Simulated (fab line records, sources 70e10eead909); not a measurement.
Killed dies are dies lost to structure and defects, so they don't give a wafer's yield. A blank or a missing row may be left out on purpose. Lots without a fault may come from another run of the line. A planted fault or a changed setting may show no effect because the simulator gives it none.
A struck lot beside a sound one | flow nand_harc | 18 steps out of a route of 1302
Sound: wafers L363.4, L363.5, L363.6. Struck: wafers L369.1, L369.3, L369.4. The cause comes at the end.
At each step with rows: each side's tool, then ch and its chambers, then its first start. Under that, the readings that differ: sound wafers | struck wafers | difference of the means | sigmas: that difference in standard deviations of wafers without a fault.
alike: readings whose means differ by less than 2 such deviations, and words and numbers that are the same on both sides. not compared: withheld readings, readings that some wafer has no value for, bounds like >300 that may hide the same value, and numbers for which the record gives no deviation and whose values overlap.
The two part at a step that has a row with sigmas, a row that says differs or no value, or rows on one side only. Numbers that don't overlap but have no deviation are shown without sigmas and don't part them. A reading that every wafer of one side lacks parts them only if that side has two wafers or more.

NHARC_A_SGD_CUT_CD_MEAS_09: target cd 100 nm.
  sound on cd_sem-03 ch 0, day 21 11:51; struck on cd_sem-03 ch 0, day 24 16:39
  alike: cd_nm
NHARC_A_SGD_CUT_OVL_MEAS_10:
  sound on overlay-02, day 21 11:56; struck on overlay-01, day 24 16:44
  alike: overlay_x_nm, overlay_y_nm
NHARC_A_SGD_CUT_INSPECT_11:
  sound on defect_inspect-02, day 21 11:58; struck on defect_inspect-01, day 24 16:47
  alike: raw_defect_count
NHARC_A_SGD_CUT_DESCUM_14: chemistry O2, time 3 s.
  sound on rie_diel-11 ch 0,2,3, day 21 12:04; struck on rie_diel-10 ch 0,1,3, day 24 16:51
  reading                | sound | struck | difference                   | sigmas
  rf_hours_counter_h (h) | - - - | 8 7 8  | no value on the sound wafers |
  alike: drypump_motor_current_A, oes_product_au, rf_vpp_V, showerhead_plenum_p_Torr, throttle_valve_pct
NHARC_A_SGD_CUT_ETCH_58: etches the open film in CF4, target depth 39 nm, time 65 s.
  sound on rie_diel-11 ch 0,2,3, day 21 12:10; struck on rie_diel-10 ch 0,1,3, day 24 16:56
  reading                | sound | struck | difference                   | sigmas
  rf_hours_counter_h (h) | - - - | 8 8 7  | no value on the sound wafers |
  alike: drypump_motor_current_A, oes_product_au, rf_vpp_V, showerhead_plenum_p_Torr, throttle_valve_pct
then, 1 step without rows for these wafers: NHARC_A_SGD_CUT_ETCH_59 (etches the open film in N2/H2, target depth 260 nm, time 406.25 s).
NHARC_A_SGD_CUT_ETCH_15: etches the open film in CH3F/O2, target depth 75 nm, time 64.3 s.
  sound on rie_diel-11 ch 0,2,3; struck on rie_diel-10 ch 1,2,3
  alike: drypump_motor_current_A, oes_product_au, rf_vpp_V, showerhead_plenum_p_Torr, throttle_valve_pct
  not compared: rf_hours_counter_h
NHARC_A_SGD_CUT_ETCH_16: etches the open film in C4F8/O2/Ar, target depth 310.5 nm, time 155.2 s.
  sound on rie_diel-11 ch 0,3; struck on rie_diel-10 ch 0,1,2
  alike: oes_product_au, rf_vpp_V
  not compared: rf_hours_counter_h
then, 1 step without rows for these wafers: NHARC_A_SGD_CUT_STRIP_60 (strips in C4F8/O2/Ar).
NHARC_A_SGD_CUT_STRIP_17: strips in O2.
  sound on rie_diel-11 ch 1,2,3; struck on rie_diel-10 ch 0,1,2
  alike: drypump_motor_current_A, oes_product_au, rf_vpp_V, showerhead_plenum_p_Torr, throttle_valve_pct
  not compared: rf_hours_counter_h
then, 2 steps without rows for these wafers: NHARC_A_SGD_CUT_PRECLEAN_18 (cleans in SC1); NHARC_A_SGD_CUT_SRD_19.
NHARC_A_SGD_CUT_DEP_20: deposits SiO2, target thk 150 nm.
  sound on fcvd-01 ch 0,1, day 21 13:19; struck on fcvd-01 ch 0,1, day 24 17:58
  reading              | sound             | struck | difference                    | sigmas
  susceptor_temp_C (C) | 64.97 65.01 65.12 | - - -  | no value on the struck wafers |
then, 1 step without rows for these wafers: NHARC_A_SGD_CUT_ANNEAL_27 (time 1800 s).
NHARC_A_SGD_CUT_CMP_21: polishes, target thk 148.19 nm.
  sound on cmp-02 ch 1,2,3, day 21 19:11; struck on cmp-02 ch 0,1,2, day 25 01:22
  reading                | sound    | struck   | difference | sigmas
  time_to_endpoint_s (s) | 53 53 48 | 19 21 18 | -32        | -10
  alike: motor_current_A
  not compared: pad_life_wafers
NHARC_A_SGD_CUT_THK_MEAS_22: measures by ellipsometry.
  sound on film_metro-02, day 21 19:24; struck on film_metro-02, day 25 01:38
  reading     | sound             | struck         | difference | sigmas
  thk_nm (nm) | 148.6 145.9 147.8 | 50.8 48.7 48.5 | -98.1      | -70
then, 1 step without rows for these wafers: NHARC_A_SGD_CUT_SRD_23.
-- the record jumps here: 5 days lie between the struck wafers' starts before and after (it left off in module A_SGD_CUT and takes up again in module END, whose first step shown is number 1302 of the route) --
NHARC_END_SORT_01:
  the record has rows for the struck wafers here (prober-01 ch 0, day 29 14:54) and none for the sound ones

WHERE THEY PART
First at NHARC_A_SGD_CUT_DESCUM_14; last, within this record, at NHARC_END_SORT_01.

WHY: what the simulator had put in
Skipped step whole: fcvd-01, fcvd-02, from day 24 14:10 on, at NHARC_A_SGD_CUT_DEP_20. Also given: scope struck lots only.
